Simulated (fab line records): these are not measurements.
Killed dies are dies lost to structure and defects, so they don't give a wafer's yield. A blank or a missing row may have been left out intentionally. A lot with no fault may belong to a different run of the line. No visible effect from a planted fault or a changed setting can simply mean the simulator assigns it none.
fab line records    flow n5_finfet    part 2 of 2: steps 18 to 29 of 29
record: lots: 5  wafers: 15  last_day: 17
route steps=1938 shown BEOL_M1@760
lots with no fault: from the same line, run without faults
start_h: start of the lot's first displayed wafer, in hours after the record's first day    wait_h: hours from the lot's prior step to this one    " identical to the entry in the row above    L1.1+2: one row covering several wafers at once    - no value present, or no start provided    * or withheld: withheld    < > ~ a bound
route shown NAME@n: NAME is a module with steps in the file, n the number in the route of the first one    usual: mean/standard deviation taken from wafers without a fault    same: alike in all rows    chamber/n: place in a boat    sites: the reading at each site    _std_site: the standard deviation of these    _edge_site: mean of outer sites minus mean of inner sites    radius_mm: for every site, how far away it sits from the centre of the wafer    mask NAME#n: copy n    behind: tool/chamber where the wafer was last shaped    hold: what put the lot on hold/how long, in hours/how the hold closed    device: the n, p or np transistor that did not switch    end of line: the tests these same wafers got at the end of their route    step lacking rows: just its recipe    killed: at the first sort, the dies lost to defects and structure; wafer yield is something else    map: dies across one wafer; x = killed, . = not, _ = none there
set.NAME: the setting the step ran with; set.NAME@STEP: the setting that earlier step ran with    model.NAME: the simulator's own value behind a step, which no gauge read
lots seen at some steps along the route; tables by step, rows by wafer
services: a tool's chamber out of use, with start hour (start_h, from the record's first day; less than 0 if before it), hours out, and reason
== steps ==
step: N5_BEOL_M1_COAT_67
recipe: resist: SOC  temp_c: 250  time_s: 60  spin_rpm: 1500  resist_thk_nm: 60
usual: heater_power_total_W: 500.6/1.8
lot.wafer  tool            chamber  start_h  wait_h  heater_power_total_W
L076.2     litho_track-05  0        130.23   0.0     503.2
L076.3     "               0        "        "       498.3
L076.5     "               0        "        "       501.5
L078.1     litho_track-01  0        148.40   0.0     498.0
L078.3     "               0        "        "       497.6
L078.5     "               0        "        "       498.4
L082.1     litho_track-04  0        175.05   0.0     501.6
L082.3     "               0        "        "       502.2
L082.4     "               0        "        "       501.9
L084.1     litho_track-05  0        191.82   0.0     501.9
L084.3     "               0        "        "       502.1
L084.6     "               0        "        "       498.1
L086.1     litho_track-01  0        195.69   0.0     497.6
L086.2     "               0        "        "       501.7
L086.6     "               0        "        "       499.7
step: N5_BEOL_M1_COAT_68
recipe: resist: SiARC  temp_c: 220  time_s: 60  spin_rpm: 1500  resist_thk_nm: 12
usual: heater_power_total_W: 427.4/2.1
lot.wafer  tool            chamber  start_h  wait_h  heater_power_total_W
L076.2     litho_track-05  0        -        -       424.7
L076.3     "               0        "        "       430.8
L076.5     "               0        "        "       429.4
L078.1     litho_track-01  0        -        -       425.2
L078.3     "               0        "        "       425.2
L078.5     "               0        "        "       424.1
L082.1     litho_track-04  0        -        -       426.4
L082.3     "               0        "        "       428.3
L082.4     "               0        "        "       425.2
L084.1     litho_track-05  0        -        -       426.7
L084.3     "               0        "        "       428.0
L084.6     "               0        "        "       425.1
L086.1     litho_track-01  0        -        -       426.6
L086.2     "               0        "        "       430.1
L086.6     "               0        "        "       424.8
step: N5_BEOL_M1_COAT_76
recipe: resist: underlayer  temp_c: 205  time_s: 60  spin_rpm: 1500  resist_thk_nm: 5
usual: heater_power_total_W: 391.5/1.3
lot.wafer  tool            chamber  start_h  wait_h  heater_power_total_W
L076.2     litho_track-05  0        -        -       390.2
L076.3     "               0        "        "       393.5
L076.5     "               0        "        "       392.3
L078.1     litho_track-01  0        -        -       389.5
L078.3     "               0        "        "       390.1
L078.5     "               0        "        "       389.9
L082.1     litho_track-04  0        -        -       390.0
L082.3     "               0        "        "       389.8
L082.4     "               0        "        "       391.2
L084.1     litho_track-05  0        -        -       392.5
L084.3     "               0        "        "       392.5
L084.6     "               0        "        "       390.7
L086.1     litho_track-01  0        -        -       392.8
L086.2     "               0        "        "       393.6
L086.6     "               0        "        "       392.9
step: N5_BEOL_M1_COAT_22
recipe: resist: CAR-EUV  spin_rpm: 1500  resist_thk_nm: 30
lot.wafer   tool            chamber  start_h  wait_h
L076.2+3+5  litho_track-05  0        -        -
L078.1+3+5  litho_track-01  0        -        -
L082.1+3+4  litho_track-04  0        -        -
L084.1+3+6  litho_track-05  0        -        -
L086.1+2+6  litho_track-01  0        -        -
step: N5_BEOL_M1_EBR_24
recipe: solvent: PGMEA  ebr_width_mm: 1.5
lot.wafer   tool            chamber  start_h  wait_h
L076.2+3+5  litho_track-05  0        -        -
L078.1+3+5  litho_track-01  0        -        -
L082.1+3+4  litho_track-04  0        -        -
L084.1+3+6  litho_track-05  0        -        -
L086.1+2+6  litho_track-01  0        -        -
step: N5_BEOL_M1_SOFTBAKE_23
recipe: temp_c: 110  time_s: 60  resist: CAR-EUV
usual: heater_power_total_W: 175.5/1.6
lot.wafer  tool            chamber  start_h  wait_h  heater_power_total_W
L076.2     litho_track-05  0        -        -       177.4
L076.3     "               0        "        "       173.2
L076.5     "               0        "        "       173.0
L078.1     litho_track-01  0        -        -       176.9
L078.3     "               0        "        "       175.5
L078.5     "               0        "        "       173.7
L082.1     litho_track-04  0        -        -       177.0
L082.3     "               0        "        "       173.5
L082.4     "               0        "        "       177.0
L084.1     litho_track-05  0        -        -       176.0
L084.3     "               0        "        "       173.1
L084.6     "               0        "        "       177.5
L086.1     litho_track-01  0        -        -       173.4
L086.2     "               0        "        "       174.2
L086.6     "               0        "        "       173.1
step: N5_BEOL_M1_EXPOSE_25
recipe: mask_id: V0  na: 0.33  source_shape: quasar  sigma_inner: 0.2  sigma_outer: 0.8  polarization: unpolarized  defocus_nm: 5  target_cd_nm: 24  dose_mj: 63
same: dipole_opening_deg: 30  sigma_outer: 0.8
lot.wafer   tool            chamber  start_h  wait_h  mask
L076.2+3+5  euv_scanner-01  0        130.50   -       V0#0
L078.1+3+5  euv_scanner-02  0        148.66   -       V0#0
L082.1+3+4  euv_scanner-02  0        175.19   -       V0#0
L084.1+3+6  euv_scanner-02  0        192.08   -       V0#0
L086.1+2+6  euv_scanner-02  0        195.83   -       V0#0
step: N5_BEOL_M1_PEB_26
recipe: peb_temp_c: 100  peb_time_s: 60  resist: CAR-EUV
usual: heater_power_total_W: 154.0/1.1
lot.wafer  tool            chamber  start_h  wait_h  heater_power_total_W
L076.2     litho_track-04  0        130.57   0.1     155.5
L076.3     "               0        "        "       153.9
L076.5     "               0        "        "       154.9
L078.1     litho_track-01  0        148.74   0.1     154.0
L078.3     "               0        "        "       152.7
L078.5     "               0        "        "       153.5
L082.1     litho_track-04  0        175.27   0.1     154.8
L082.3     "               0        "        "       152.7
L082.4     "               0        "        "       153.2
L084.1     litho_track-04  0        192.16   0.1     152.8
L084.3     "               0        "        "       155.7
L084.6     "               0        "        "       153.0
L086.1     litho_track-01  0        195.91   0.1     154.6
L086.2     "               0        "        "       152.3
L086.6     "               0        "        "       153.6
step: N5_BEOL_M1_DEVELOP_27
recipe: develop_time_s: 30  developer: TMAH  resist: CAR-EUV  rinse_liquid: surfactant_rinse  dry: air_spin  dev_temp_c: 23
usual: developer_temp_C: 22.99/0.11
same: develop_time_s: 30
lot.wafer  tool            chamber  start_h  wait_h  developer_temp_C
L076.2     litho_track-04  0        -        -       22.90
L076.3     "               0        "        "       23.03
L076.5     "               0        "        "       22.89
L078.1     litho_track-01  0        -        -       22.98
L078.3     "               0        "        "       22.85
L078.5     "               0        "        "       22.92
L082.1     litho_track-04  0        -        -       23.01
L082.3     "               0        "        "       23.08
L082.4     "               0        "        "       23.02
L084.1     litho_track-04  0        -        -       22.86
L084.3     "               0        "        "       22.97
L084.6     "               0        "        "       22.86
L086.1     litho_track-01  0        -        -       23.08
L086.2     "               0        "        "       23.08
L086.6     "               0        "        "       23.01
step: N5_BEOL_M1_CD_MEAS_28
recipe: landing_energy_ev: 500  detector: se_inlens  target_cd_y_nm: 23.3
usual: cd_nm: 23.97/0.26
same: landing_energy_ev: 500
lot.wafer  tool       chamber  start_h  wait_h  cd_nm
L076.2     cd_sem-02  0        130.64   -       23.49
L076.3     "          0        "        "       23.72
L076.5     "          0        "        "       23.77
L078.1     cd_sem-01  0        148.80   -       23.47
L078.3     "          0        "        "       23.82
L078.5     "          0        "        "       23.85
L082.1     cd_sem-02  0        175.34   -       23.94
L082.3     "          0        "        "       23.95
L082.4     "          0        "        "       24.17
L084.1     cd_sem-02  0        192.23   -       24.30
L084.3     "          0        "        "       23.73
L084.6     "          0        "        "       24.10
L086.1     cd_sem-03  0        195.97   -       23.80
L086.2     "          0        "        "       24.12
L086.6     "          0        "        "       24.17
step: N5_BEOL_M1_OVL_MEAS_29
recipe: points_per_wafer: 522
usual: V0_OVL: -0.3/0.66
lot.wafer  tool        chamber  start_h  wait_h  V0_OVL[nm]
L076.2     overlay-02  0        130.67   0.0     -0.2
L076.3     "           0        "        "       -1.0
L076.5     "           0        "        "       -0.9
L078.1     overlay-01  0        148.83   0.0     -0.2
L078.3     "           0        "        "       -0.5
L078.5     "           0        "        "       -0.2
L082.1     overlay-01  0        175.37   0.0     -0.2
L082.3     "           0        "        "       1.2
L082.4     "           0        "        "       0.6
L084.1     overlay-01  0        192.26   0.0     -0.6
L084.3     "           0        "        "       -0.6
L084.6     "           0        "        "       0.3
L086.1     overlay-01  0        196.00   0.0     -0.8
L086.2     "           0        "        "       -0.8
L086.6     "           0        "        "       -1.2
step: N5_BEOL_M1_INSPECT_30
recipe: mode: adi  inspect_instrument: brightfield
usual: raw_defect_count: 408/91
lot.wafer  tool               chamber  start_h  wait_h  raw_defect_count
L076.2     defect_inspect-01  -        130.72   0.0     503
L076.3     "                  -        "        "       351
L076.5     "                  -        "        "       478
L078.1     defect_inspect-02  -        148.89   0.1     453
L078.3     "                  -        "        "       430
L078.5     "                  -        "        "       398
L082.1     defect_inspect-01  -        175.42   0.1     430
L082.3     "                  -        "        "       339
L082.4     "                  -        "        "       353
L084.1     defect_inspect-02  -        192.33   0.1     649
L084.3     "                  -        "        "       643
L084.6     "                  -        "        "       469
L086.1     defect_inspect-01  -        196.06   0.1     448
L086.2     "                  -        "        "       342
L086.6     "                  -        "        "       459
== services ==
tool            chamber  start_h  hours  kind
euv_scanner-01  -        114.07   1.0    pm
euv_scanner-02  -        115.08   4.6    pm
rie_diel-02     1        124.87   2.3    repair
euv_scanner-02  -        125.12   1.0    pm
euv_scanner-02  -        143.79   2.2    repair
rie_metal-03    -        147.94   3.5    repair
euv_scanner-01  -        160.40   4.6    pm
euv_scanner-02  -        161.40   1.0    repair
euv_scanner-02  0        169.35   -      calibration
euv_scanner-01  -        170.24   1.0    pm
euv_scanner-01  -        180.23   6.2    pm
euv_scanner-02  -        186.48   1.0    pm
rie_metal-02    0        195.10   26.1   repair
